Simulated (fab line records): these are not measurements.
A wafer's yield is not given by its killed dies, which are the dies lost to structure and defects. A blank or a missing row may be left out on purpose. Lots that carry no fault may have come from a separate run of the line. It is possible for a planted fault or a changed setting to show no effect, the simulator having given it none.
fab line records + flow n5_finfet + part 2 of 2: steps 27 to 32 of 32
[record]
- lots = 5
- wafers = 15
- last_day = 17
route steps=1938 shown BEOL_M0@740 BEOL_M1@751
lots that met no fault: taken from a fault-free run of the same line
start_h: start of the lot's first displayed wafer, in hours after the record's first day + wait_h: hours from the lot's prior step to this one + " identical to the entry in the row above + L1.1+2: a single row standing in for several wafers + - value missing, or start not given + * or withheld: withheld + < > ~ a bound
route shown NAME@n: NAME is a module with steps in the file, n the number in the route of the first one + usual: mean/standard deviation taken from wafers without a fault + same: alike in all rows + chamber/n: place in a boat + sites: each site's reading + _std_site: their standard deviation + _edge_site: the outer-site mean with the inner-site mean subtracted + radius_mm: how far each site lies from the wafer's centre + mask NAME#n: copy n + behind: the tool/chamber that last shaped the wafer + hold: why the lot went on hold/how many hours it stayed there/how the hold came to an end + device: whichever transistor did not switch (one of n, p or np) + end of line: the route-end tests of the same wafers + a step given without rows: its recipe and nothing more + killed: the dies lost at the first sort to structure and to defects; this is not the yield of the wafer + map: a wafer's dies, marking killed ones x, the rest . and places with no die _
set.NAME: the setting the step ran with; set.NAME@STEP: the setting that earlier step ran with + model.NAME: the simulator's own value behind a step, which no gauge read
certain route steps with their lots: each step a table, each wafer a row
services: when a tool's chamber went out of use (start_h, in hours from the record's first day, below 0 if earlier), for how many hours, and the reason
[[steps]]
[step N5_BEOL_M1_DESCUM_16]
[recipe]
- chemistry = O2
- time_s = 7
- source_power_w = 50
- bias_power_w = 20
- pressure_mtorr = 20
- rf_frequency_hz = 2.712e+07
- temp_c = 40
- resist = CAR-EUV
- o2_flow_sccm = 225
[usual]
- drypump_motor_current_A = 5.7/0.5
- oes_product_au = 0.76/0.074
- rf_vpp_V = 243.5/1.5
- showerhead_plenum_p_Torr = 2.11/0.086
- throttle_valve_pct = 20.51/0.22
| lot.wafer | tool        | chamber | start_h | wait_h | drypump_motor_current_A | oes_product_au | rf_hours_counter_h | rf_vpp_V | showerhead_plenum_p_Torr | throttle_valve_pct |
|-----------|-------------|---------|---------|--------|-------------------------|----------------|--------------------|----------|--------------------------|--------------------|
| L077.1    | rie_diel-01 | 0       | 139.23  | 0.2    | 6.2                     | 0.71           | 188                | 242.4    | 1.99                     | 20.76              |
| L077.2    | "           | 1       | "       | "      | 6.4                     | 0.76           | 155                | 243.1    | 2.10                     | 20.66              |
| L077.4    | "           | 2       | "       | "      | 5.1                     | 0.78           | 135                | 245.2    | 2.17                     | 20.42              |
| L082.1    | rie_diel-06 | 1       | 170.03  | 1.5    | 5.5                     | 0.77           | 125                | 241.6    | 1.91                     | 20.13              |
| L082.4    | "           | 2       | "       | "      | 4.8                     | 0.93           | 11                 | 244.8    | 2.22                     | 20.17              |
| L082.6    | "           | 3       | "       | "      | 6.2                     | 0.71           | -                  | 243.7    | 2.08                     | 20.70              |
| L084.3    | rie_diel-01 | 0       | 187.38  | 0.4    | 6.2                     | 0.70           | 194                | 242.3    | 1.99                     | 20.79              |
| L084.5    | "           | 1       | "       | "      | 6.4                     | 0.76           | -                  | 241.9    | 2.10                     | 20.68              |
| L084.6    | "           | 2       | "       | "      | 5.1                     | 0.77           | -                  | 242.8    | 2.17                     | 20.43              |
| L090.3    | rie_diel-01 | 0       | 224.87  | 0.0    | 6.2                     | 0.71           | 205                | 241.0    | 1.98                     | 20.78              |
| L090.4    | "           | 2       | "       | "      | 5.1                     | 0.76           | 152                | 242.7    | 2.17                     | 20.45              |
| L090.5    | "           | 3       | "       | "      | 5.9                     | 0.68           | -                  | 242.3    | 2.07                     | 20.43              |
| L095.3    | rie_diel-06 | 2       | 263.26  | 0.2    | 4.8                     | 0.88           | 37                 | 244.5    | 2.21                     | 20.20              |
| L095.5    | "           | 2       | "       | "      | 4.8                     | 0.87           | -                  | 244.8    | 2.21                     | 20.21              |
| L095.6    | "           | 3       | "       | "      | 6.1                     | 0.96           | -                  | 241.3    | 2.07                     | 20.36              |
[step N5_BEOL_M1_ETCH_74]
[recipe]
- chemistry = N2/H2
- target = underlayer
- target_depth_a = 65
- mask_material = CAR-EUV
- time_s = 5.2
- ion_energy_ev = 200
- pressure_mtorr = 30
- source_w = 840
- bias_w = 150
- n2_flow_sccm = 200
- h2_flow_sccm = 200
- ends = cleared
[usual]
- drypump_motor_current_A = 5.7/0.5
- etch_rf_on_time_s = 5.20/0.13
- oes_product_au = 0.65/0.065
- rf_vpp_V = 525/3.1
- showerhead_plenum_p_Torr = 2.56/0.1
- throttle_valve_pct = 17.93/0.22
| lot.wafer | tool        | chamber | start_h | wait_h | drypump_motor_current_A | etch_rf_on_time_s | oes_product_au | rf_hours_counter_h | rf_vpp_V | showerhead_plenum_p_Torr | throttle_valve_pct |
|-----------|-------------|---------|---------|--------|-------------------------|-------------------|----------------|--------------------|----------|--------------------------|--------------------|
| L077.1    | rie_diel-01 | 0       | 139.26  | 0.0    | 6.3                     | 5.28              | 0.59           | 188                | 519      | 2.41                     | 18.15              |
| L077.2    | "           | 1       | "       | "      | 6.4                     | 5.22              | 0.65           | 155                | 523      | 2.55                     | 18.05              |
| L077.4    | "           | 2       | "       | "      | 5.1                     | 5.31              | 0.65           | 135                | 526      | 2.64                     | 17.83              |
| L082.1    | rie_diel-06 | 1       | 170.06  | 0.0    | 5.6                     | 5.19              | 0.66           | 125                | 520      | 2.37                     | 17.87              |
| L082.4    | "           | 2       | "       | "      | 4.8                     | 5.14              | 0.79           | 11                 | 526      | 2.71                     | 17.61              |
| L082.6    | "           | 3       | "       | "      | 6.1                     | 5.10              | 0.62           | -                  | 523      | 2.50                     | 17.94              |
| L084.3    | rie_diel-01 | 0       | 187.42  | 0.0    | 6.3                     | 5.28              | 0.60           | 194                | 522      | 2.40                     | 18.13              |
| L084.5    | "           | 1       | "       | "      | 6.4                     | 5.19              | 0.65           | -                  | 522      | 2.55                     | 18.04              |
| L084.6    | "           | 2       | "       | "      | 5.1                     | 5.39              | 0.64           | -                  | 526      | 2.64                     | 17.83              |
| L090.3    | rie_diel-01 | 0       | 224.91  | 0.0    | 6.2                     | 5.34              | 0.60           | 205                | 520      | 2.40                     | 18.15              |
| L090.4    | "           | 2       | "       | "      | 5.1                     | 5.38              | 0.64           | 152                | 527      | 2.64                     | 17.85              |
| L090.5    | "           | 3       | "       | "      | 5.9                     | 5.32              | 0.59           | -                  | 524      | 2.51                     | 17.89              |
| L095.3    | rie_diel-06 | 2       | 263.30  | 0.0    | 4.8                     | 5.09              | 0.75           | 37                 | 530      | 2.70                     | 17.68              |
| L095.5    | "           | 2       | "       | "      | 4.8                     | 5.04              | 0.77           | -                  | 527      | 2.70                     | 17.69              |
| L095.6    | "           | 3       | "       | "      | 6.2                     | 4.99              | 0.83           | -                  | 522      | 2.49                     | 17.56              |
[step N5_BEOL_M1_ETCH_63]
[recipe]
- chemistry = CF4
- target = SiARC
- target_depth_a = 156
- mask_material = CAR-EUV
- time_s = 26
- ion_energy_ev = 80
- pressure_mtorr = 40
- source_w = 545
- bias_w = 36
- Ar_flow_sccm = 100
- cf4_flow_sccm = 100
- ends = cleared
[usual]
- drypump_motor_current_A = 5.7/0.5
- etch_rf_on_time_s = 26.0/0.6
- oes_product_au = 0.65/0.066
- rf_vpp_V = 184.4/1.4
- showerhead_plenum_p_Torr = 2.16/0.083
- throttle_valve_pct = 15.71/0.19
| lot.wafer | tool        | chamber | start_h | wait_h | drypump_motor_current_A | etch_rf_on_time_s | oes_product_au | rf_hours_counter_h | rf_vpp_V | showerhead_plenum_p_Torr | throttle_valve_pct |
|-----------|-------------|---------|---------|--------|-------------------------|-------------------|----------------|--------------------|----------|--------------------------|--------------------|
| L077.1    | rie_diel-01 | 0       | 139.28  | 0.0    | 6.2                     | 26.5              | 0.60           | 188                | 183.4    | 2.05                     | 15.98              |
| L077.2    | "           | 1       | "       | "      | 6.4                     | 25.9              | 0.66           | 155                | 184.3    | 2.14                     | 15.78              |
| L077.4    | "           | 2       | "       | "      | 5.1                     | 26.6              | 0.65           | 135                | 185.7    | 2.25                     | 15.76              |
| L082.1    | rie_diel-06 | 1       | 170.08  | 0.0    | 5.5                     | 26.2              | 0.66           | 125                | 181.1    | 1.99                     | 15.46              |
| L082.4    | "           | 2       | "       | "      | 4.8                     | 25.6              | 0.81           | 11                 | 186.9    | 2.28                     | 15.42              |
| L082.6    | "           | 3       | "       | "      | 6.1                     | 25.5              | 0.62           | -                  | 184.2    | 2.11                     | 15.76              |
| L084.3    | rie_diel-01 | 0       | 187.44  | 0.0    | 6.2                     | 26.1              | 0.60           | 194                | 183.2    | 2.05                     | 15.98              |
| L084.5    | "           | 1       | "       | "      | 6.4                     | 25.7              | 0.66           | -                  | 184.1    | 2.14                     | 15.79              |
| L084.6    | "           | 2       | "       | "      | 5.1                     | 26.7              | 0.65           | -                  | 184.9    | 2.25                     | 15.77              |
| L090.3    | rie_diel-01 | 0       | 224.92  | 0.0    | 6.2                     | 26.6              | 0.59           | 205                | 181.2    | 2.05                     | 16.00              |
| L090.4    | "           | 2       | "       | "      | 5.1                     | 26.8              | 0.65           | 152                | 185.9    | 2.25                     | 15.80              |
| L090.5    | "           | 3       | "       | "      | 5.9                     | 27.0              | 0.58           | -                  | 184.9    | 2.12                     | 15.67              |
| L095.3    | rie_diel-06 | 2       | 263.32  | 0.0    | 4.8                     | 25.4              | 0.76           | 37                 | 186.8    | 2.27                     | 15.48              |
| L095.5    | "           | 2       | "       | "      | 4.8                     | 25.5              | 0.75           | -                  | 185.6    | 2.27                     | 15.48              |
| L095.6    | "           | 3       | "       | "      | 6.1                     | 25.2              | 0.83           | -                  | 182.7    | 2.10                     | 15.28              |
[step N5_BEOL_M1_ETCH_64]
[recipe]
- chemistry = N2/H2
- target = SOC
- target_depth_a = 750
- overetch_a = 150
- mask_material = SiARC
- temp_c = 40
- time_s = 112.5
- ion_energy_ev = 200
- pressure_mtorr = 30
- source_w = 840
- bias_w = 150
- n2_flow_sccm = 200
- h2_flow_sccm = 200
[usual]
- drypump_motor_current_A = 5.7/0.5
- oes_product_au = 0.61/0.057
- rf_vpp_V = 524.5/3
- showerhead_plenum_p_Torr = 2.56/0.1
- throttle_valve_pct = 17.89/0.22
| lot.wafer | tool        | chamber | start_h | wait_h | drypump_motor_current_A | oes_product_au | rf_hours_counter_h | rf_vpp_V | showerhead_plenum_p_Torr | throttle_valve_pct |
|-----------|-------------|---------|---------|--------|-------------------------|----------------|--------------------|----------|--------------------------|--------------------|
| L077.1    | rie_diel-01 | 0       | 139.31  | 0.0    | 6.2                     | 0.56           | 189                | 520.1    | 2.41                     | 18.08              |
| L077.2    | "           | 1       | "       | "      | 6.4                     | 0.61           | 155                | 523.9    | 2.55                     | 18.00              |
| L077.4    | "           | 2       | "       | "      | 5.1                     | 0.61           | 135                | 525.2    | 2.64                     | 17.78              |
| L082.1    | rie_diel-06 | 1       | 170.11  | 0.0    | 5.5                     | 0.61           | 125                | 518.9    | 2.37                     | 17.83              |
| L082.4    | "           | 2       | "       | "      | 4.8                     | 0.74           | 11                 | 528.4    | 2.71                     | 17.61              |
| L082.6    | "           | 3       | "       | "      | 6.2                     | 0.56           | -                  | 523.5    | 2.50                     | 17.92              |
| L084.3    | rie_diel-01 | 0       | 187.46  | 0.0    | 6.2                     | 0.56           | 194                | 519.3    | 2.40                     | 18.08              |
| L084.5    | "           | 1       | "       | "      | 6.4                     | 0.61           | -                  | 524.0    | 2.55                     | 18.02              |
| L084.6    | "           | 2       | "       | "      | 5.1                     | 0.61           | -                  | 525.6    | 2.64                     | 17.80              |
| L090.3    | rie_diel-01 | 0       | 224.95  | 0.0    | 6.2                     | 0.56           | 205                | 520.9    | 2.40                     | 18.12              |
| L090.4    | "           | 2       | "       | "      | 5.1                     | 0.61           | 152                | 526.8    | 2.64                     | 17.80              |
| L090.5    | "           | 3       | "       | "      | 6.0                     | 0.55           | -                  | 523.8    | 2.51                     | 17.87              |
| L095.3    | rie_diel-06 | 2       | 263.34  | 0.0    | 4.8                     | 0.69           | 37                 | 528.9    | 2.70                     | 17.64              |
| L095.5    | "           | 2       | "       | "      | 4.8                     | 0.69           | -                  | 528.6    | 2.70                     | 17.66              |
| L095.6    | "           | 3       | "       | "      | 6.1                     | 0.76           | -                  | 523.7    | 2.49                     | 17.51              |
[step N5_BEOL_M1_STRIP_65]
[recipe]
- chemistry = N2/H2
- temp_c = 40
- n2_flow_sccm = 200
- h2_flow_sccm = 200
- rf_frequency_hz = 6e+07
| lot.wafer  | tool        | chamber | start_h | wait_h |
|------------|-------------|---------|---------|--------|
| L077.1+2+4 | rie_diel-01 | 0,1,2   | 139.42  | 0.1    |
| L082.1+4+6 | rie_diel-06 | 1,2,3   | 170.22  | 0.1    |
| L084.3+5+6 | rie_diel-01 | 0,1,2   | 187.57  | 0.1    |
| L090.3+4+5 | rie_diel-01 | 0,2,3   | 225.06  | 0.1    |
| L095.3+5+6 | rie_diel-06 | 2,2,3   | 263.45  | 0.1    |
[step N5_BEOL_M1_STRIP_75]
[recipe]
- chemistry = N2/H2
- temp_c = 40
- n2_flow_sccm = 200
- h2_flow_sccm = 200
- rf_frequency_hz = 6e+07
| lot.wafer  | tool        | chamber | start_h | wait_h |
|------------|-------------|---------|---------|--------|
| L077.1+2+4 | rie_diel-01 | 0,1,2   | 139.43  | 0.0    |
| L082.1+4+6 | rie_diel-06 | 1,2,3   | 170.23  | 0.0    |
| L084.3+5+6 | rie_diel-01 | 0,1,2   | 187.58  | 0.0    |
| L090.3+4+5 | rie_diel-01 | 0,2,3   | 225.07  | 0.0    |
| L095.3+5+6 | rie_diel-06 | 2,2,3   | 263.46  | 0.0    |
[[services]]
| tool           | chamber | start_h | hours | kind   |
|----------------|---------|---------|-------|--------|
| euv_scanner-01 | -       | 112.41  | 1.0   | pm     |
| pvd_sputter-01 | -       | 115.56  | 3.2   | repair |
| euv_scanner-02 | -       | 123.46  | 1.0   | pm     |
| rie_diel-01    | -       | 142.97  | 28.1  | pm     |
| cmp-01         | -       | 145.89  | 1.5   | repair |
| rie_diel-06    | -       | 151.78  | 0.2   | repair |
| cmp-04         | -       | 152.45  | 4.0   | pm     |
| pecvd-03       | -       | 153.80  | 47.8  | repair |
| euv_scanner-01 | -       | 160.24  | 4.6   | pm     |
| cvd_co-02      | -       | 167.46  | 5.8   | repair |
| euv_scanner-01 | -       | 168.56  | 1.0   | pm     |
| euv_scanner-02 | -       | 179.61  | 1.0   | pm     |
| pecvd-04       | -       | 180.72  | 0.2   | repair |
| ecd_cu-01      | -       | 186.21  | 3.0   | repair |
| cmp-03         | -       | 198.46  | 2.4   | repair |
| euv_scanner-02 | -       | 235.76  | 1.0   | pm     |
| rie_diel-01    | 2       | 244.51  | 16.5  | repair |
| pecvd-02       | 2       | 252.11  | 3.4   | repair |
| ecd_cu-02      | -       | 252.82  | 2.7   | repair |
| pvd_sputter-03 | -       | 254.06  | 7.5   | repair |
| euv_scanner-01 | -       | 254.81  | 5.8   | pm     |
| ecd_cu-01      | -       | 255.95  | 1.8   | repair |
| pecvd-02       | -       | 257.22  | 1.5   | repair |
| euv_scanner-02 | -       | 262.30  | 4.6   | pm     |
